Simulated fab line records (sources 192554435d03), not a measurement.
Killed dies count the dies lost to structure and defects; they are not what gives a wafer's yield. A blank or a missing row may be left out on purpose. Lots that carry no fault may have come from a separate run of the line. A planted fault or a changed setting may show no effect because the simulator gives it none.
Chamber matching + flow n5_finfet + N5_BEOL_M14_DESCUM_15 on rie_diel-01: 4 sister chambers
The step chemistry O2, time 7.9 s. 4 wafers are shown with their chamber, then 9 later ones without.

WAFERS, EACH WITH ITS CHAMBER
| wafer  | chamber | drypump_motor_current_A (A) |
|--------|---------|-----------------------------|
| L081.3 | 3       | 6.0                         |
| L083.4 | 0       | 5.8                         |
| L086.5 | 2       | 5.4                         |
| L086.6 | 1       | 6.0                         |

WAFERS WITH NO CHAMBER GIVEN
| wafer  | drypump_motor_current_A (A) |
|--------|-----------------------------|
| L089.3 | 6.0                         |
| L089.4 | 5.4                         |
| L089.6 | 5.4                         |
| L094.1 | 5.9                         |
| L094.4 | 5.8                         |
| L094.5 | 5.4                         |
| L095.3 | 5.8                         |
| L095.5 | 6.0                         |
| L095.6 | 5.8                         |

EACH ONE'S CHAMBER
| wafer  | from the rows above          | in truth |
|--------|------------------------------|----------|
| L089.3 | can't be placed: 1 or 3      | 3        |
| L089.4 | 2                            | 2        |
| L089.6 | 2                            | 2        |
| L094.1 | can't be placed: 1 or 3 or 0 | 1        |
| L094.4 | 0                            | 0        |
| L094.5 | 2                            | 2        |
| L095.3 | 0                            | 0        |
| L095.5 | can't be placed: 1 or 3      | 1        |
| L095.6 | 0                            | 0        |
6 of 9 placed correctly. Can't be placed from these rows: 3 (the true chamber is among the candidates in 3). Wrongly placed: 0.
How it was worked out, from the rows above alone: a wafer's distance from a chamber is the root of the sum, over the readings, of the square of ((its reading less the chamber's mean) divided by the reading's scatter). The wafer belongs to the nearest chamber; if the next one is less than 2 further off, it can't be placed. For every chamber, the mean is computed from those of its wafers that are shown. The scatter: with one shown wafer a chamber, the root of the mean of the squares of how far each hidden wafer lies from its nearest shown one.
